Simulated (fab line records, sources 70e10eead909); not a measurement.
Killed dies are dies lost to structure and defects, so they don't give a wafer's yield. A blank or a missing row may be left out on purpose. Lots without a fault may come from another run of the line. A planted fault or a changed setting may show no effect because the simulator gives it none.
Which tool did it? | flow nand_harc | 24 lots, 72 wafers sampled, at 5 steps of a route of 1159

WHAT THE GAUGES READ, wafer by wafer
NHARC_A_BLC_INSPECT_28.
lot  | measured     | on                | raw_defect_count
L076 | day 17 17:11 | defect_inspect-01 | 455 522 414
L077 | day 17 17:47 | defect_inspect-01 | 386 307 391
L078 | day 17 19:33 | defect_inspect-02 | 384 257 294
L074 | day 17 20:19 | defect_inspect-02 | 715 541 416
L079 | day 18 12:18 | defect_inspect-01 | 496 396 378
L075 | day 18 15:32 | defect_inspect-01 | 499 481 498
L080 | day 18 17:52 | defect_inspect-01 | 372 411 444
L081 | day 19 16:26 | defect_inspect-02 | 334 440 400
L083 | day 19 16:53 | defect_inspect-02 | 332 366 219
L082 | day 19 23:11 | defect_inspect-01 | 630 731 400
L084 | day 20 16:41 | defect_inspect-02 | 360 534 344
L085 | day 20 19:19 | defect_inspect-01 | 363 538 613
L087 | day 20 20:26 | defect_inspect-02 | 406 463 341
L086 | day 21 06:48 | defect_inspect-01 | 417 403 545
L091 | day 21 07:59 | defect_inspect-01 | 436 682 578
L090 | day 21 14:22 | defect_inspect-02 | 323 735 474
L088 | day 21 14:47 | defect_inspect-02 | 397 584 430
L089 | day 21 19:21 | defect_inspect-02 | 429 404 358
L092 | day 21 23:31 | defect_inspect-02 | 496 435 369
L093 | day 22 01:08 | defect_inspect-02 | 443 551 366
L094 | day 22 07:09 | defect_inspect-02 | 538 660 447
L095 | day 23 01:20 | defect_inspect-02 | 821 647 355
L096 | day 23 05:08 | defect_inspect-01 | 419 366 328
L097 | day 23 05:37 | defect_inspect-02 | 224 260 263

NHARC_A_M0_OVL_MEAS_10: pitch 160 nm.
lot  | measured     | on         | overlay_x_nm (nm) | overlay_y_nm (nm)
L076 | day 17 18:05 | overlay-02 | 0.1 0.5 -0.3      | -1.5 -1.7 -0.9
L077 | day 17 18:41 | overlay-01 | -0.6 -0.5 0.1     | -1.5 -1.0 -0.7
L078 | day 17 20:25 | overlay-01 | -1.1 -1.4 -1.2    | 0.1 0.6 0.1
L074 | day 17 21:18 | overlay-01 | -1.2 -0.7 -1.0    | -0.8 -0.8 -0.7
L079 | day 18 13:17 | overlay-01 | 0.9 1.4 1.7       | -1.3 -0.9 -1.0
L075 | day 18 16:33 | overlay-01 | -0.5 0.0 -0.4     | 0.3 0.4 0.6
L080 | day 18 18:55 | overlay-02 | -0.1 -0.5 0.3     | -1.2 -1.1 -0.9
L081 | day 19 17:49 | overlay-01 | 0.8 1.4 1.3       | 0.4 0.2 -0.1
L083 | day 19 18:04 | overlay-02 | 0.2 0.0 -0.2      | 0.8 0.3 0.2
L082 | day 20 00:11 | overlay-02 | 0.7 0.3 0.4       | -0.2 0.0 -0.2
L084 | day 20 17:40 | overlay-01 | -1.1 -0.4 -1.1    | -1.0 -0.8 -1.4
L085 | day 20 20:17 | overlay-01 | -0.1 0.3 0.5      | -0.1 -0.4 0.3
L087 | day 20 21:26 | overlay-01 | 0.0 0.1 0.6       | -0.4 -0.3 -0.1
L086 | day 21 07:40 | overlay-01 | 0.9 0.5 0.6       | 0.9 0.1 0.9
L091 | day 21 08:58 | overlay-01 | 0.0 0.4 0.2       | 0.3 0.5 0.6
L090 | day 21 15:22 | overlay-01 | 0.9 0.5 0.5       | 1.5 1.7 1.5
L088 | day 21 15:47 | overlay-01 | -1.0 -1.0 -0.9    | -0.6 -0.6 -0.2
L089 | day 21 20:15 | overlay-02 | -1.0 -0.3 -0.2    | -0.4 -0.8 -1.3
L092 | day 22 00:23 | overlay-02 | 0.0 0.1 0.2       | -0.1 -0.6 0.1
L093 | day 22 02:08 | overlay-01 | 0.7 0.5 0.4       | -1.6 -1.3 -1.4
L094 | day 22 08:08 | overlay-02 | -0.8 -1.0 -0.5    | 0.5 1.1 1.1
L095 | day 23 02:19 | overlay-02 | -0.5 0.1 0.5      | 1.4 0.6 0.7
L096 | day 23 06:00 | overlay-02 | -0.5 -1.1 -1.9    | -0.1 0.4 0.5
L097 | day 23 06:35 | overlay-01 | 1.2 0.9 1.4       | 1.2 1.7 0.5

WHICH TOOL RAN EACH LOT (tool, then ch and the chambers of the sampled wafers, then the start)
lot  | NHARC_A_CONTACT_CVD_19                   | NHARC_A_BLC_PVD_32                      | NHARC_A_BLC_ALD_23
L076 | cvd_w-02 ch 0,1, day 17 16:07 or earlier | pvd_sputter-03, day 17 16:07 or earlier | ald_metal-01 ch 0,1,3, day 17 16:07
L077 | cvd_w-01 ch 0,1, day 17 16:40 or earlier | pvd_sputter-01, day 17 16:40 or earlier | ald_metal-03 ch 0,1,2, day 17 16:40
L078 | cvd_w-02 ch 0,1, day 17 18:23 or earlier | pvd_sputter-03, day 17 18:23 or earlier | ald_metal-04 ch 0,1,3, day 17 18:23
L074 | cvd_w-01 ch 0,1, day 17 19:00 or earlier | pvd_sputter-03, day 17 19:00 or earlier | ald_metal-04 ch 0,3, day 17 19:00
L079 | cvd_w-01 ch 0,1, day 18 05:10 or earlier | pvd_sputter-02, day 18 05:10 or earlier | ald_metal-01 ch 2,3, day 18 05:10
L075 | cvd_w-02 ch 0,1, day 18 14:26 or earlier | pvd_sputter-01, day 18 14:26 or earlier | ald_metal-03 ch 0,2,3, day 18 14:26
L080 | cvd_w-02 ch 0,1, day 18 16:46 or earlier | pvd_sputter-01, day 18 16:46 or earlier | ald_metal-01 ch 2,3, day 18 16:46
L081 | cvd_w-02 ch 0,1, day 19 13:19 or earlier | pvd_sputter-01, day 19 13:19 or earlier | ald_metal-04 ch 0,1,3, day 19 13:19
L083 | cvd_w-02 ch 1, day 19 14:35 or earlier   | pvd_sputter-03, day 19 14:35 or earlier | ald_metal-01 ch 0,2,3, day 19 14:35
L082 | cvd_w-02 ch 0,1, day 19 17:35 or earlier | pvd_sputter-03, day 19 17:35 or earlier | ald_metal-04 ch 0,2,3, day 19 17:35
L084 | cvd_w-01 ch 0,1, day 20 14:30 or earlier | pvd_sputter-03, day 20 14:30 or earlier | ald_metal-01 ch 0,1,3, day 20 14:30
L085 | cvd_w-01 ch 0,1, day 20 18:13 or earlier | pvd_sputter-01, day 20 18:13 or earlier | ald_metal-04 ch 0,1,2, day 20 18:13
L087 | cvd_w-01 ch 0,1, day 20 19:17 or earlier | pvd_sputter-01, day 20 19:17 or earlier | ald_metal-03 ch 0,3, day 20 19:17
L086 | cvd_w-02 ch 0,1, day 21 03:19 or earlier | pvd_sputter-01, day 21 03:19 or earlier | ald_metal-04 ch 1,2,3, day 21 03:19
L091 | cvd_w-02 ch 0,1, day 21 04:12 or earlier | pvd_sputter-01, day 21 04:12 or earlier | ald_metal-01 ch 0,2,3, day 21 04:12
L090 | cvd_w-02 ch 0,1, day 21 10:07 or earlier | pvd_sputter-01, day 21 10:07 or earlier | ald_metal-03 ch 0,2, day 21 10:07
L088 | cvd_w-01 ch 0,1, day 21 11:39 or earlier | pvd_sputter-03, day 21 11:39 or earlier | ald_metal-01 ch 0,1,2, day 21 11:39
L089 | cvd_w-02 ch 0,1, day 21 15:56 or earlier | pvd_sputter-03, day 21 15:56 or earlier | ald_metal-03 ch 0,3, day 21 15:56
L092 | cvd_w-01 ch 0,1, day 21 18:35 or earlier | pvd_sputter-03, day 21 18:35 or earlier | ald_metal-03 ch 0,1,2, day 21 18:35
L093 | cvd_w-02 ch 0,1, day 21 22:17 or earlier | pvd_sputter-03, day 21 22:17 or earlier | ald_metal-01 ch 0,3, day 21 22:17
L094 | cvd_w-01 ch 0,1, day 22 06:02 or earlier | pvd_sputter-03, day 22 06:02 or earlier | ald_metal-04 ch 1,2,3, day 22 06:02
L095 | cvd_w-02 ch 0, day 22 20:07 or earlier   | pvd_sputter-02, day 22 20:07 or earlier | ald_metal-03 ch 2,3, day 22 20:07
L096 | cvd_w-02 ch 0,1, day 22 21:57 or earlier | pvd_sputter-01, day 22 21:57 or earlier | ald_metal-04 ch 0,2, day 22 21:57
L097 | cvd_w-02 ch 1, day 22 22:16 or earlier   | pvd_sputter-01, day 22 22:16 or earlier | ald_metal-01 ch 0,1,3, day 22 22:16
- NHARC_A_CONTACT_CVD_19: deposits W, target thk 300 nm, time 802 s.
- NHARC_A_BLC_PVD_32: deposits Ti, target thk 5 nm, time 17.7 s.
- NHARC_A_BLC_ALD_23: deposits TiN, target thk 3 nm, pulse time 1 s, ald cycles 150.

WHAT THE TOOLS THEMSELVES READ (means of the sampled wafers that have a number; where no wafer has one, the mark that the record gives instead)
NHARC_A_CONTACT_CVD_19.
lot  | tool     | heater_power_w (W) | throttle_valve_pct (%)
L076 | cvd_w-02 | 492                | 7.7
L077 | cvd_w-01 | 425                | 8.2
L078 | cvd_w-02 | 488                | 7.9
L074 | cvd_w-01 | 457                | 7.8
L079 | cvd_w-01 | 428                | 8.0
L075 | cvd_w-02 | 491                | 7.8
L080 | cvd_w-02 | 496                | 7.8
L081 | cvd_w-02 | 489                | 7.8
L083 | cvd_w-02 | 474                | 8.1
L082 | cvd_w-02 | 486                | 8.0
L084 | cvd_w-01 | 452                | 7.9
L085 | cvd_w-01 | 431                | 8.2
L087 | cvd_w-01 | 421                | 8.2
L086 | cvd_w-02 | 487                | 7.9
L091 | cvd_w-02 | 493                | 8.0
L090 | cvd_w-02 | 489                | 8.0
L088 | cvd_w-01 | 453                | 7.7
L089 | cvd_w-02 | 495                | 7.9
L092 | cvd_w-01 | 461                | 7.8
L093 | cvd_w-02 | 487                | 8.0
L094 | cvd_w-01 | 423                | 8.0
L095 | cvd_w-02 | 510                | 8.1
L096 | cvd_w-02 | 504                | 7.8
L097 | cvd_w-02 | 480                | 8.0

NHARC_A_BLC_PVD_32.
lot  | tool           | cathode_dc_power_W (W) | throttle_valve_pct (%)
L076 | pvd_sputter-03 | 5000.6                 | 30.5
L077 | pvd_sputter-01 | 4999.9                 | 30.7
L078 | pvd_sputter-03 | 4999.8                 | 28.8
L074 | pvd_sputter-03 | 4999.6                 | 29.7
L079 | pvd_sputter-02 | 5000.9                 | 30.8
L075 | pvd_sputter-01 | 5000.2                 | 30.6
L080 | pvd_sputter-01 | 5000.1                 | 31.2
L081 | pvd_sputter-01 | 4999.6                 | 30.8
L083 | pvd_sputter-03 | 4999.0                 | 29.7
L082 | pvd_sputter-03 | 5001.2                 | 29.6
L084 | pvd_sputter-03 | 4999.8                 | 29.8
L085 | pvd_sputter-01 | 5000.3                 | 30.6
L087 | pvd_sputter-01 | 5000.8                 | 30.4
L086 | pvd_sputter-01 | 5000.5                 | 30.5
L091 | pvd_sputter-01 | 5000.0                 | 30.8
L090 | pvd_sputter-01 | 4999.6                 | 30.5
L088 | pvd_sputter-03 | 5000.4                 | 28.9
L089 | pvd_sputter-03 | 4999.1                 | 28.9
L092 | pvd_sputter-03 | 4999.6                 | 29.1
L093 | pvd_sputter-03 | 4999.6                 | 29.4
L094 | pvd_sputter-03 | 4999.9                 | 29.6
L095 | pvd_sputter-02 | 4999.6                 | 30.0
L096 | pvd_sputter-01 | 5000.2                 | 30.7
L097 | pvd_sputter-01 | 4999.4                 | 30.2

NHARC_A_BLC_ALD_23.
lot  | tool         | heater_power_w (W) | precursor_pulse_height_rel
L076 | ald_metal-01 | 1049               | 1.001
L077 | ald_metal-03 | 1078               | 0.989
L078 | ald_metal-04 | 1095               | 0.992
L074 | ald_metal-04 | 1089               | 0.985
L079 | ald_metal-01 | 1105               | 0.983
L075 | ald_metal-03 | 1036               | 0.995
L080 | ald_metal-01 | 1086               | 1.010
L081 | ald_metal-04 | 1062               | 0.998
L083 | ald_metal-01 | 1084               | 1.006
L082 | ald_metal-04 | 1053               | 1.031
L084 | ald_metal-01 | 1016               | 1.008
L085 | ald_metal-04 | 1064               | 0.980
L087 | ald_metal-03 | 1089               | 0.996
L086 | ald_metal-04 | 1003               | 0.996
L091 | ald_metal-01 | 1054               | 0.990
L090 | ald_metal-03 | 1003               | 0.985
L088 | ald_metal-01 | 1054               | 1.017
L089 | ald_metal-03 | 1107               | 0.991
L092 | ald_metal-03 | 1098               | 1.000
L093 | ald_metal-01 | 1040               | 1.006
L094 | ald_metal-04 | 1017               | 0.985
L095 | ald_metal-03 | 971                | 1.017
L096 | ald_metal-04 | 1104               | 1.006
L097 | ald_metal-01 | 1032               | 0.986

THE ANSWER, worked out from the rows above alone
Rule: what is usual is taken from the lots themselves. Put in order of their means at a reading, lots are off if they are a third of the lots or fewer, leave a main group of 4 or more, and stand apart from it by a gap of 3 or more times the standard deviation of the main group's means; of several such gaps the widest counts. A main group whose means are all the same, to the digits that the tables above print for the reading, isn't used. A lot without any number at a reading at which 4 lots or more have one is off too. The other lots that the step has rows for count as sound. The gauges are gone through in route order, then the tools' own readings, and for those a lot's mean is taken as printed above. The first step at which some lot is off is used, and at that step the reading that is off furthest; a lot without a number counts as furthest.
No lot is off at any reading shown: from this, nothing can be told.

WHAT THE SIMULATOR HAD PUT IN
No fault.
